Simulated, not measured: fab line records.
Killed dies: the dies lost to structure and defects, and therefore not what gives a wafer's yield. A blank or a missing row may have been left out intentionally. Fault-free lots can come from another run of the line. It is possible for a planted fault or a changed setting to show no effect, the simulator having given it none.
What tool caused it? || flow n5 finfet || Sampling: 24 lots, 72 wafers, 6 of 1938 route steps

WHAT EACH GAUGE READ, for each wafer
N5_HKMG_FIN_INSPECT_28: inspects for defects (darkfield).
{"lot": "L074", "measured": "day 4 06:29", "on": "defect inspect-02", "raw defect count": "68 120 66"}
{"lot": "L075", "measured": "day 4 17:01", "on": "defect inspect-01", "raw defect count": "32 25 24"}
{"lot": "L076", "measured": "day 4 19:08", "on": "defect inspect-02", "raw defect count": "43 29 21"}
{"lot": "L077", "measured": "day 5 01:10", "on": "defect inspect-01", "raw defect count": "33 72 52"}
{"lot": "L078", "measured": "day 5 07:04", "on": "defect inspect-01", "raw defect count": "23 34 23"}
{"lot": "L079", "measured": "day 5 11:15", "on": "defect inspect-02", "raw defect count": "72 35 29"}
{"lot": "L080", "measured": "day 5 20:59", "on": "defect inspect-01", "raw defect count": "137 92 59"}
{"lot": "L081", "measured": "day 6 02:27", "on": "defect inspect-02", "raw defect count": "31 44 23"}
{"lot": "L082", "measured": "day 6 08:54", "on": "defect inspect-01", "raw defect count": "47 18 36"}
{"lot": "L083", "measured": "day 6 20:46", "on": "defect inspect-02", "raw defect count": "34 69 39"}
{"lot": "L084", "measured": "day 6 22:41", "on": "defect inspect-01", "raw defect count": "19 26 24"}
{"lot": "L085", "measured": "day 7 05:25", "on": "defect inspect-01", "raw defect count": "45 25 34"}
{"lot": "L086", "measured": "day 7 08:59", "on": "defect inspect-01", "raw defect count": "59 66 65"}
{"lot": "L087", "measured": "day 7 13:55", "on": "defect inspect-02", "raw defect count": "41 30 30"}
{"lot": "L088", "measured": "day 7 22:49", "on": "defect inspect-01", "raw defect count": "25 25 23"}
{"lot": "L089", "measured": "day 8 00:43", "on": "defect inspect-01", "raw defect count": "38 38 36"}
{"lot": "L090", "measured": "day 8 10:03", "on": "defect inspect-01", "raw defect count": "10 35 26"}
{"lot": "L091", "measured": "day 8 12:05", "on": "defect inspect-01", "raw defect count": "36 24 46"}
{"lot": "L092", "measured": "day 8 22:23", "on": "defect inspect-01", "raw defect count": "42 52 27"}
{"lot": "L093", "measured": "day 9 01:51", "on": "defect inspect-02", "raw defect count": "52 53 33"}
{"lot": "L094", "measured": "day 9 09:58", "on": "defect inspect-02", "raw defect count": "41 53 25"}
{"lot": "L095", "measured": "day 9 14:24", "on": "defect inspect-01", "raw defect count": "30 32 54"}
{"lot": "L096", "measured": "day 9 21:13", "on": "defect inspect-01", "raw defect count": "41 26 43"}
{"lot": "L097", "measured": "day 10 03:20", "on": "defect inspect-02", "raw defect count": "7 16 28"}

N5_GATE_CUT_OVL_MEAS_14.
{"lot": "L074", "measured": "day 4 10:20", "on": "overlay-02", "GATE_CUT_OVL (nm)": "0.6 0.4 0.2"}
{"lot": "L075", "measured": "day 4 20:42", "on": "overlay-01", "GATE_CUT_OVL (nm)": "-0.4 -1.0 -0.9"}
{"lot": "L076", "measured": "day 4 23:47", "on": "overlay-01", "GATE_CUT_OVL (nm)": "0.1 -1.9 -1.4"}
{"lot": "L077", "measured": "day 5 04:51", "on": "overlay-02", "GATE_CUT_OVL (nm)": "-1.8 -0.3 -0.3"}
{"lot": "L078", "measured": "day 5 10:40", "on": "overlay-01", "GATE_CUT_OVL (nm)": "0.1 -0.7 -0.5"}
{"lot": "L079", "measured": "day 5 15:25", "on": "overlay-02", "GATE_CUT_OVL (nm)": "-0.2 -0.4 0.1"}
{"lot": "L080", "measured": "day 6 00:50", "on": "overlay-02", "GATE_CUT_OVL (nm)": "1.3 -0.2 -0.2"}
{"lot": "L081", "measured": "day 6 06:12", "on": "overlay-02", "GATE_CUT_OVL (nm)": "-1.1 -0.7 -0.2"}
{"lot": "L082", "measured": "day 6 12:31", "on": "overlay-02", "GATE_CUT_OVL (nm)": "-0.6 -1.0 1.3"}
{"lot": "L083", "measured": "day 7 00:37", "on": "overlay-02", "GATE_CUT_OVL (nm)": "0.7 -0.2 -0.5"}
{"lot": "L084", "measured": "day 7 02:37", "on": "overlay-02", "GATE_CUT_OVL (nm)": "0.8 0.0 0.8"}
{"lot": "L085", "measured": "day 7 09:10", "on": "overlay-01", "GATE_CUT_OVL (nm)": "-1.4 -0.7 -0.1"}
{"lot": "L086", "measured": "day 7 13:03", "on": "overlay-01", "GATE_CUT_OVL (nm)": "-0.3 -0.2 -0.3"}
{"lot": "L087", "measured": "day 7 17:57", "on": "overlay-02", "GATE_CUT_OVL (nm)": "0.6 -0.4 1.1"}
{"lot": "L088", "measured": "day 8 02:34", "on": "overlay-02", "GATE_CUT_OVL (nm)": "-0.7 -0.4 0.2"}
{"lot": "L089", "measured": "day 8 04:58", "on": "overlay-02", "GATE_CUT_OVL (nm)": "0.5 0.8 1.0"}
{"lot": "L090", "measured": "day 8 14:06", "on": "overlay-01", "GATE_CUT_OVL (nm)": "-1.1 0.8 -0.7"}
{"lot": "L091", "measured": "day 8 19:32", "on": "overlay-02", "GATE_CUT_OVL (nm)": "0.6 0.2 -0.1"}
{"lot": "L092", "measured": "day 9 03:50", "on": "overlay-01", "GATE_CUT_OVL (nm)": "-0.4 0.1 -0.5"}
{"lot": "L093", "measured": "day 9 06:10", "on": "overlay-02", "GATE_CUT_OVL (nm)": "0.4 0.1 0.2"}
{"lot": "L094", "measured": "day 9 13:55", "on": "overlay-01", "GATE_CUT_OVL (nm)": "0.1 -0.4 0.2"}
{"lot": "L095", "measured": "day 9 19:05", "on": "overlay-01", "GATE_CUT_OVL (nm)": "-1.7 -0.4 0.5"}
{"lot": "L096", "measured": "day 10 01:13", "on": "overlay-01", "GATE_CUT_OVL (nm)": "-0.4 0.6 0.1"}
{"lot": "L097", "measured": "day 10 07:10", "on": "overlay-01", "GATE_CUT_OVL (nm)": "-1.3 -0.3 -1.0"}

TOOL THAT RAN EACH LOT (tool first, then ch and the chambers of the sampled wafers, then the start)
{"lot": "L074", "N5_HKMG_FIN_ALD_91": "ald metal-01 ch 1,2,3, day 4 02:53", "N5_HKMG_FIN_STRIP_88": "plasma asher-02 ch 0,1, day 4 03:28", "N5_HKMG_FIN_ALD_72": "cvd w-02 ch 0, day 4 05:32", "N5_GATE_CUT_VAPOR_ETCH_60": "rie metal-03 ch 1, day 4 06:51"}
{"lot": "L075", "N5_HKMG_FIN_ALD_91": "ald metal-04 ch 0,2,3, day 4 13:13", "N5_HKMG_FIN_STRIP_88": "plasma asher-01 ch 0,1, day 4 13:53", "N5_HKMG_FIN_ALD_72": "cvd w-01 ch 0,1, day 4 16:08", "N5_GATE_CUT_VAPOR_ETCH_60": "rie metal-01 ch 0,1, day 4 17:18"}
{"lot": "L076", "N5_HKMG_FIN_ALD_91": "ald metal-01 ch 2,3, day 4 15:38", "N5_HKMG_FIN_STRIP_88": "plasma asher-02 ch 0,1, day 4 16:14", "N5_HKMG_FIN_ALD_72": "cvd w-02 ch 0, day 4 18:09", "N5_GATE_CUT_VAPOR_ETCH_60": "rie metal-01 ch 0,1, day 4 19:25"}
{"lot": "L077", "N5_HKMG_FIN_ALD_91": "ald metal-04 ch 1,2, day 4 21:38", "N5_HKMG_FIN_STRIP_88": "plasma asher-02 ch 0,1, day 4 22:14", "N5_HKMG_FIN_ALD_72": "cvd w-01 ch 0,1, day 5 00:16", "N5_GATE_CUT_VAPOR_ETCH_60": "rie metal-02 ch 0,1, day 5 01:26"}
{"lot": "L078", "N5_HKMG_FIN_ALD_91": "ald metal-01 ch 1,2,3, day 5 03:35", "N5_HKMG_FIN_STRIP_88": "plasma asher-02 ch 0,1, day 5 04:14", "N5_HKMG_FIN_ALD_72": "cvd w-01 ch 0,1, day 5 06:11", "N5_GATE_CUT_VAPOR_ETCH_60": "rie metal-01 ch 0,1, day 5 07:20"}
{"lot": "L079", "N5_HKMG_FIN_ALD_91": "ald metal-04 ch 2,3, day 5 07:47", "N5_HKMG_FIN_STRIP_88": "plasma asher-01 ch 0,1, day 5 08:22", "N5_HKMG_FIN_ALD_72": "cvd w-02 ch 0,1, day 5 10:22", "N5_GATE_CUT_VAPOR_ETCH_60": "rie metal-03 ch 0,1, day 5 11:31"}
{"lot": "L080", "N5_HKMG_FIN_ALD_91": "ald metal-02 ch 1,2,3, day 5 17:18", "N5_HKMG_FIN_STRIP_88": "plasma asher-02 ch 0,1, day 5 18:08", "N5_HKMG_FIN_ALD_72": "cvd w-01 ch 0,1, day 5 20:06", "N5_GATE_CUT_VAPOR_ETCH_60": "rie metal-02 ch 0,1, day 5 21:15"}
{"lot": "L081", "N5_HKMG_FIN_ALD_91": "ald metal-01 ch 0,2, day 5 23:04", "N5_HKMG_FIN_STRIP_88": "plasma asher-02 ch 0,1, day 5 23:38", "N5_HKMG_FIN_ALD_72": "cvd w-01 ch 0,1, day 6 01:34", "N5_GATE_CUT_VAPOR_ETCH_60": "rie metal-01 ch 0,1, day 6 02:44"}
{"lot": "L082", "N5_HKMG_FIN_ALD_91": "ald metal-02 ch 0,1, day 6 05:28", "N5_HKMG_FIN_STRIP_88": "plasma asher-01 ch 0,1, day 6 06:04", "N5_HKMG_FIN_ALD_72": "cvd w-02 ch 0, day 6 08:01", "N5_GATE_CUT_VAPOR_ETCH_60": "rie metal-01 ch 0, day 6 09:10"}
{"lot": "L083", "N5_HKMG_FIN_ALD_91": "ald metal-01 ch 0,2,3, day 6 17:21", "N5_HKMG_FIN_STRIP_88": "plasma asher-02 ch 0,1, day 6 17:56", "N5_HKMG_FIN_ALD_72": "cvd w-02 ch 0,1, day 6 19:53", "N5_GATE_CUT_VAPOR_ETCH_60": "rie metal-02 ch 0,1, day 6 21:02"}
{"lot": "L084", "N5_HKMG_FIN_ALD_91": "ald metal-01 ch 0,1,2, day 6 18:57", "N5_HKMG_FIN_STRIP_88": "plasma asher-02 ch 0,1, day 6 19:32", "N5_HKMG_FIN_ALD_72": "cvd w-01 ch 0,1, day 6 21:48", "N5_GATE_CUT_VAPOR_ETCH_60": "rie metal-03 ch 0,1, day 6 22:57"}
{"lot": "L085", "N5_HKMG_FIN_ALD_91": "ald metal-02 ch 0,1,3, day 7 02:01", "N5_HKMG_FIN_STRIP_88": "plasma asher-01 ch 0,1, day 7 02:37", "N5_HKMG_FIN_ALD_72": "cvd w-01 ch 0,1, day 7 04:32", "N5_GATE_CUT_VAPOR_ETCH_60": "rie metal-01 ch 0, day 7 05:41"}
{"lot": "L086", "N5_HKMG_FIN_ALD_91": "ald metal-02 ch 0,1, day 7 05:33", "N5_HKMG_FIN_STRIP_88": "plasma asher-01 ch 0,1, day 7 06:08", "N5_HKMG_FIN_ALD_72": "cvd w-01 ch 0,1, day 7 08:04", "N5_GATE_CUT_VAPOR_ETCH_60": "rie metal-02 ch 0,1, day 7 09:16"}
{"lot": "L087", "N5_HKMG_FIN_ALD_91": "ald metal-01 ch 0,2,3, day 7 10:26", "N5_HKMG_FIN_STRIP_88": "plasma asher-01 ch 0,1, day 7 11:05", "N5_HKMG_FIN_ALD_72": "cvd w-02 ch 0,1, day 7 13:01", "N5_GATE_CUT_VAPOR_ETCH_60": "rie metal-01 ch 0,1, day 7 14:11"}
{"lot": "L088", "N5_HKMG_FIN_ALD_91": "ald metal-01 ch 0,1,2, day 7 19:25", "N5_HKMG_FIN_STRIP_88": "plasma asher-02 ch 0,1, day 7 20:00", "N5_HKMG_FIN_ALD_72": "cvd w-01 ch 0,1, day 7 21:56", "N5_GATE_CUT_VAPOR_ETCH_60": "rie metal-01 ch 0,1, day 7 23:06"}
{"lot": "L089", "N5_HKMG_FIN_ALD_91": "ald metal-04 ch 1,3, day 7 21:16", "N5_HKMG_FIN_STRIP_88": "plasma asher-01 ch 0,1, day 7 21:52", "N5_HKMG_FIN_ALD_72": "cvd w-02 ch 0,1, day 7 23:50", "N5_GATE_CUT_VAPOR_ETCH_60": "rie metal-03 ch 0,1, day 8 01:00"}
{"lot": "L090", "N5_HKMG_FIN_ALD_91": "ald metal-02 ch 0,2,3, day 8 06:23", "N5_HKMG_FIN_STRIP_88": "plasma asher-01 ch 0,1, day 8 07:03", "N5_HKMG_FIN_ALD_72": "cvd w-01 ch 0,1, day 8 09:10", "N5_GATE_CUT_VAPOR_ETCH_60": "rie metal-02 ch 0,1, day 8 10:20"}
{"lot": "L091", "N5_HKMG_FIN_ALD_91": "ald metal-04 ch 1,3, day 8 08:33", "N5_HKMG_FIN_STRIP_88": "plasma asher-02 ch 0,1, day 8 09:16", "N5_HKMG_FIN_ALD_72": "cvd w-01 ch 0,1, day 8 11:13", "N5_GATE_CUT_VAPOR_ETCH_60": "rie metal-01 ch 0,1, day 8 12:22"}
{"lot": "L092", "N5_HKMG_FIN_ALD_91": "ald metal-02 ch 2,3, day 8 18:58", "N5_HKMG_FIN_STRIP_88": "plasma asher-02 ch 0,1, day 8 19:34", "N5_HKMG_FIN_ALD_72": "cvd w-02 ch 0,1, day 8 21:30", "N5_GATE_CUT_VAPOR_ETCH_60": "rie metal-03 ch 0,1, day 8 22:40"}
{"lot": "L093", "N5_HKMG_FIN_ALD_91": "ald metal-04 ch 0,2,3, day 8 22:27", "N5_HKMG_FIN_STRIP_88": "plasma asher-01 ch 0,1, day 8 23:10", "N5_HKMG_FIN_ALD_72": "cvd w-02 ch 0,1, day 9 00:59", "N5_GATE_CUT_VAPOR_ETCH_60": "rie metal-02 ch 0,1, day 9 02:08"}
{"lot": "L094", "N5_HKMG_FIN_ALD_91": "ald metal-01 ch 0,1,3, day 9 06:32", "N5_HKMG_FIN_STRIP_88": "plasma asher-01 ch 0,1, day 9 07:10", "N5_HKMG_FIN_ALD_72": "cvd w-02 ch 0,1, day 9 09:05", "N5_GATE_CUT_VAPOR_ETCH_60": "rie metal-03 ch 0,1, day 9 10:15"}
{"lot": "L095", "N5_HKMG_FIN_ALD_91": "ald metal-01 ch 0,2,3, day 9 11:00", "N5_HKMG_FIN_STRIP_88": "plasma asher-02 ch 0,1, day 9 11:35", "N5_HKMG_FIN_ALD_72": "cvd w-02 ch 0,1, day 9 13:31", "N5_GATE_CUT_VAPOR_ETCH_60": "rie metal-02 ch 0,1, day 9 14:41"}
{"lot": "L096", "N5_HKMG_FIN_ALD_91": "ald metal-01 ch 0,1,3, day 9 17:40", "N5_HKMG_FIN_STRIP_88": "plasma asher-01 ch 0,1, day 9 18:24", "N5_HKMG_FIN_ALD_72": "cvd w-01 ch 0,1, day 9 20:20", "N5_GATE_CUT_VAPOR_ETCH_60": "rie metal-01 ch 1, day 9 21:44"}
{"lot": "L097", "N5_HKMG_FIN_ALD_91": "ald metal-01 ch 0,2,3, day 9 23:43", "N5_HKMG_FIN_STRIP_88": "plasma asher-01 ch 0,1, day 10 00:19", "N5_HKMG_FIN_ALD_72": "cvd w-01 ch 0,1, day 10 02:27", "N5_GATE_CUT_VAPOR_ETCH_60": "rie metal-02 ch 0,1, day 10 03:37"}
- N5_HKMG_FIN_ALD_91: deposits TiN, target thk 1 nm, pulse time 1 s, purge time 3 s.
- N5_HKMG_FIN_STRIP_88: strips in N2/H2, time 360 s.
- N5_HKMG_FIN_ALD_72: deposits W, target thk 2 nm, pulse time 1 s, purge time 2 s.
- N5_GATE_CUT_VAPOR_ETCH_60: etches HfO2 in BCl3/Cl2.

WHAT THE TOOLS THEMSELVES READ (means of the sampled wafers that have a number; where no wafer has one, the mark that the record gives instead)
N5_HKMG_FIN_ALD_91.
{"lot": "L074", "tool": "ald metal-01", "heater power w (W)": 908, "precursor pulse height rel": 0.990}
{"lot": "L075", "tool": "ald metal-04", "heater power w (W)": 898, "precursor pulse height rel": 0.994}
{"lot": "L076", "tool": "ald metal-01", "heater power w (W)": 857, "precursor pulse height rel": 0.999}
{"lot": "L077", "tool": "ald metal-04", "heater power w (W)": 805, "precursor pulse height rel": 1.015}
{"lot": "L078", "tool": "ald metal-01", "heater power w (W)": 915, "precursor pulse height rel": 1.011}
{"lot": "L079", "tool": "ald metal-04", "heater power w (W)": 994, "precursor pulse height rel": 0.994}
{"lot": "L080", "tool": "ald metal-02", "heater power w (W)": 863, "precursor pulse height rel": 1.015}
{"lot": "L081", "tool": "ald metal-01", "heater power w (W)": 969, "precursor pulse height rel": 0.994}
{"lot": "L082", "tool": "ald metal-02", "heater power w (W)": 808, "precursor pulse height rel": 1.013}
{"lot": "L083", "tool": "ald metal-01", "heater power w (W)": 904, "precursor pulse height rel": 1.004}
{"lot": "L084", "tool": "ald metal-01", "heater power w (W)": 934, "precursor pulse height rel": 0.990}
{"lot": "L085", "tool": "ald metal-02", "heater power w (W)": 785, "precursor pulse height rel": 0.987}
{"lot": "L086", "tool": "ald metal-02", "heater power w (W)": 796, "precursor pulse height rel": 1.003}
{"lot": "L087", "tool": "ald metal-01", "heater power w (W)": 914, "precursor pulse height rel": 0.999}
{"lot": "L088", "tool": "ald metal-01", "heater power w (W)": 938, "precursor pulse height rel": 0.994}
{"lot": "L089", "tool": "ald metal-04", "heater power w (W)": 968, "precursor pulse height rel": 1.005}
{"lot": "L090", "tool": "ald metal-02", "heater power w (W)": 856, "precursor pulse height rel": 0.998}
{"lot": "L091", "tool": "ald metal-04", "heater power w (W)": 979, "precursor pulse height rel": 0.998}
{"lot": "L092", "tool": "ald metal-02", "heater power w (W)": 840, "precursor pulse height rel": 1.016}
{"lot": "L093", "tool": "ald metal-04", "heater power w (W)": 894, "precursor pulse height rel": 0.994}
{"lot": "L094", "tool": "ald metal-01", "heater power w (W)": 873, "precursor pulse height rel": 0.994}
{"lot": "L095", "tool": "ald metal-01", "heater power w (W)": 913, "precursor pulse height rel": 0.986}
{"lot": "L096", "tool": "ald metal-01", "heater power w (W)": 884, "precursor pulse height rel": 1.018}
{"lot": "L097", "tool": "ald metal-01", "heater power w (W)": 902, "precursor pulse height rel": 1.020}

N5_HKMG_FIN_STRIP_88.
{"lot": "L074", "tool": "plasma asher-02", "drypump motor current A (A)": 5.7, "heater power w (W)": 518}
{"lot": "L075", "tool": "plasma asher-01", "drypump motor current A (A)": 5.9, "heater power w (W)": 462}
{"lot": "L076", "tool": "plasma asher-02", "drypump motor current A (A)": 5.7, "heater power w (W)": 521}
{"lot": "L077", "tool": "plasma asher-02", "drypump motor current A (A)": 5.8, "heater power w (W)": 480}
{"lot": "L078", "tool": "plasma asher-02", "drypump motor current A (A)": 5.7, "heater power w (W)": 525}
{"lot": "L079", "tool": "plasma asher-01", "drypump motor current A (A)": 5.9, "heater power w (W)": 464}
{"lot": "L080", "tool": "plasma asher-02", "drypump motor current A (A)": 5.8, "heater power w (W)": 483}
{"lot": "L081", "tool": "plasma asher-02", "drypump motor current A (A)": 5.7, "heater power w (W)": 522}
{"lot": "L082", "tool": "plasma asher-01", "drypump motor current A (A)": 5.5, "heater power w (W)": 490}
{"lot": "L083", "tool": "plasma asher-02", "drypump motor current A (A)": 5.7, "heater power w (W)": 526}
{"lot": "L084", "tool": "plasma asher-02", "drypump motor current A (A)": 5.8, "heater power w (W)": 532}
{"lot": "L085", "tool": "plasma asher-01", "drypump motor current A (A)": 5.5, "heater power w (W)": 489}
{"lot": "L086", "tool": "plasma asher-01", "drypump motor current A (A)": 5.9, "heater power w (W)": 466}
{"lot": "L087", "tool": "plasma asher-01", "drypump motor current A (A)": 5.5, "heater power w (W)": 490}
{"lot": "L088", "tool": "plasma asher-02", "drypump motor current A (A)": 5.7, "heater power w (W)": 526}
{"lot": "L089", "tool": "plasma asher-01", "drypump motor current A (A)": 5.5, "heater power w (W)": 491}
{"lot": "L090", "tool": "plasma asher-01", "drypump motor current A (A)": 5.5, "heater power w (W)": 481}
{"lot": "L091", "tool": "plasma asher-02", "drypump motor current A (A)": 5.8, "heater power w (W)": 484}
{"lot": "L092", "tool": "plasma asher-02", "drypump motor current A (A)": 5.8, "heater power w (W)": 483}
{"lot": "L093", "tool": "plasma asher-01", "drypump motor current A (A)": 5.5, "heater power w (W)": 489}
{"lot": "L094", "tool": "plasma asher-01", "drypump motor current A (A)": 5.9, "heater power w (W)": 472}
{"lot": "L095", "tool": "plasma asher-02", "drypump motor current A (A)": 5.7, "heater power w (W)": 519}
{"lot": "L096", "tool": "plasma asher-01", "drypump motor current A (A)": 5.5, "heater power w (W)": 494}
{"lot": "L097", "tool": "plasma asher-01", "drypump motor current A (A)": 5.5, "heater power w (W)": 498}

N5_HKMG_FIN_ALD_72.
{"lot": "L074", "tool": "cvd w-02", "heater power w (W)": 432, "precursor pulse height rel": 1.008}
{"lot": "L075", "tool": "cvd w-01", "heater power w (W)": 470, "precursor pulse height rel": 0.985}
{"lot": "L076", "tool": "cvd w-02", "heater power w (W)": 440, "precursor pulse height rel": 0.994}
{"lot": "L077", "tool": "cvd w-01", "heater power w (W)": 476, "precursor pulse height rel": 1.009}
{"lot": "L078", "tool": "cvd w-01", "heater power w (W)": 466, "precursor pulse height rel": 0.986}
{"lot": "L079", "tool": "cvd w-02", "heater power w (W)": 455, "precursor pulse height rel": 1.014}
{"lot": "L080", "tool": "cvd w-01", "heater power w (W)": 474, "precursor pulse height rel": 0.999}
{"lot": "L081", "tool": "cvd w-01", "heater power w (W)": 480, "precursor pulse height rel": 0.983}
{"lot": "L082", "tool": "cvd w-02", "heater power w (W)": 437, "precursor pulse height rel": 1.008}
{"lot": "L083", "tool": "cvd w-02", "heater power w (W)": 440, "precursor pulse height rel": 0.985}
{"lot": "L084", "tool": "cvd w-01", "heater power w (W)": 484, "precursor pulse height rel": 1.029}
{"lot": "L085", "tool": "cvd w-01", "heater power w (W)": 480, "precursor pulse height rel": 0.990}
{"lot": "L086", "tool": "cvd w-01", "heater power w (W)": 477, "precursor pulse height rel": 1.007}
{"lot": "L087", "tool": "cvd w-02", "heater power w (W)": 456, "precursor pulse height rel": 0.989}
{"lot": "L088", "tool": "cvd w-01", "heater power w (W)": 483, "precursor pulse height rel": 0.995}
{"lot": "L089", "tool": "cvd w-02", "heater power w (W)": 472, "precursor pulse height rel": 1.011}
{"lot": "L090", "tool": "cvd w-01", "heater power w (W)": 477, "precursor pulse height rel": 0.987}
{"lot": "L091", "tool": "cvd w-01", "heater power w (W)": 473, "precursor pulse height rel": 1.011}
{"lot": "L092", "tool": "cvd w-02", "heater power w (W)": 448, "precursor pulse height rel": 1.005}
{"lot": "L093", "tool": "cvd w-02", "heater power w (W)": 451, "precursor pulse height rel": 1.012}
{"lot": "L094", "tool": "cvd w-02", "heater power w (W)": 469, "precursor pulse height rel": 1.016}
{"lot": "L095", "tool": "cvd w-02", "heater power w (W)": 467, "precursor pulse height rel": 0.990}
{"lot": "L096", "tool": "cvd w-01", "heater power w (W)": 484, "precursor pulse height rel": 1.011}
{"lot": "L097", "tool": "cvd w-01", "heater power w (W)": 478, "precursor pulse height rel": 0.988}

N5_GATE_CUT_VAPOR_ETCH_60.
{"lot": "L074", "tool": "rie metal-03", "drypump motor current A (A)": 4.8, "oes product au (a.u.)": 0.63}
{"lot": "L075", "tool": "rie metal-01", "drypump motor current A (A)": 5.8, "oes product au (a.u.)": 0.67}
{"lot": "L076", "tool": "rie metal-01", "drypump motor current A (A)": 5.8, "oes product au (a.u.)": 0.67}
{"lot": "L077", "tool": "rie metal-02", "drypump motor current A (A)": 6.2, "oes product au (a.u.)": 0.68}
{"lot": "L078", "tool": "rie metal-01", "drypump motor current A (A)": 5.8, "oes product au (a.u.)": 0.67}
{"lot": "L079", "tool": "rie metal-03", "drypump motor current A (A)": 5.4, "oes product au (a.u.)": 0.66}
{"lot": "L080", "tool": "rie metal-02", "drypump motor current A (A)": 6.2, "oes product au (a.u.)": 0.66}
{"lot": "L081", "tool": "rie metal-01", "drypump motor current A (A)": 5.6, "oes product au (a.u.)": 0.73}
{"lot": "L082", "tool": "rie metal-01", "drypump motor current A (A)": 5.9, "oes product au (a.u.)": 0.59}
{"lot": "L083", "tool": "rie metal-02", "drypump motor current A (A)": 6.2, "oes product au (a.u.)": 0.66}
{"lot": "L084", "tool": "rie metal-03", "drypump motor current A (A)": 5.4, "oes product au (a.u.)": 0.66}
{"lot": "L085", "tool": "rie metal-01", "drypump motor current A (A)": 5.9, "oes product au (a.u.)": 0.59}
{"lot": "L086", "tool": "rie metal-02", "drypump motor current A (A)": 6.0, "oes product au (a.u.)": 0.66}
{"lot": "L087", "tool": "rie metal-01", "drypump motor current A (A)": 5.8, "oes product au (a.u.)": 0.65}
{"lot": "L088", "tool": "rie metal-01", "drypump motor current A (A)": 5.8, "oes product au (a.u.)": 0.65}
{"lot": "L089", "tool": "rie metal-03", "drypump motor current A (A)": 5.4, "oes product au (a.u.)": 0.65}
{"lot": "L090", "tool": "rie metal-02", "drypump motor current A (A)": 6.2, "oes product au (a.u.)": 0.66}
{"lot": "L091", "tool": "rie metal-01", "drypump motor current A (A)": 5.8, "oes product au (a.u.)": 0.64}
{"lot": "L092", "tool": "rie metal-03", "drypump motor current A (A)": 5.4, "oes product au (a.u.)": 0.65}
{"lot": "L093", "tool": "rie metal-02", "drypump motor current A (A)": 6.2, "oes product au (a.u.)": 0.66}
{"lot": "L094", "tool": "rie metal-03", "drypump motor current A (A)": 5.4, "oes product au (a.u.)": 0.64}
{"lot": "L095", "tool": "rie metal-02", "drypump motor current A (A)": 6.0, "oes product au (a.u.)": 0.65}
{"lot": "L096", "tool": "rie metal-01", "drypump motor current A (A)": 5.5, "oes product au (a.u.)": 0.77}
{"lot": "L097", "tool": "rie metal-02", "drypump motor current A (A)": 6.1, "oes product au (a.u.)": 0.65}

THE ANSWER, worked out from the rows above alone
Rule: what is usual is taken from the lots themselves. Put in order of their means at a reading, lots are off if they are a third of the lots or fewer, leave a main group of 4 or more, and stand apart from it by a gap of 3 or more times the standard deviation of the main group's means; of several such gaps the widest counts. A main group is skipped when, at the precision printed for the reading in the tables above, its means are all equal. Also off: a lot with no number at a reading for which 4 or more lots have one. The other lots that the step has rows for count as sound. Order of review: gauges by route order, followed by the tools' own readings, for which a lot's mean as printed above is used. The first step at which some lot is off is used, and at that step the reading that is off furthest; a lot without a number counts as furthest.
Nothing can be told from this: no lot is off at any reading shown.

WHAT THE SIMULATOR PUT IN
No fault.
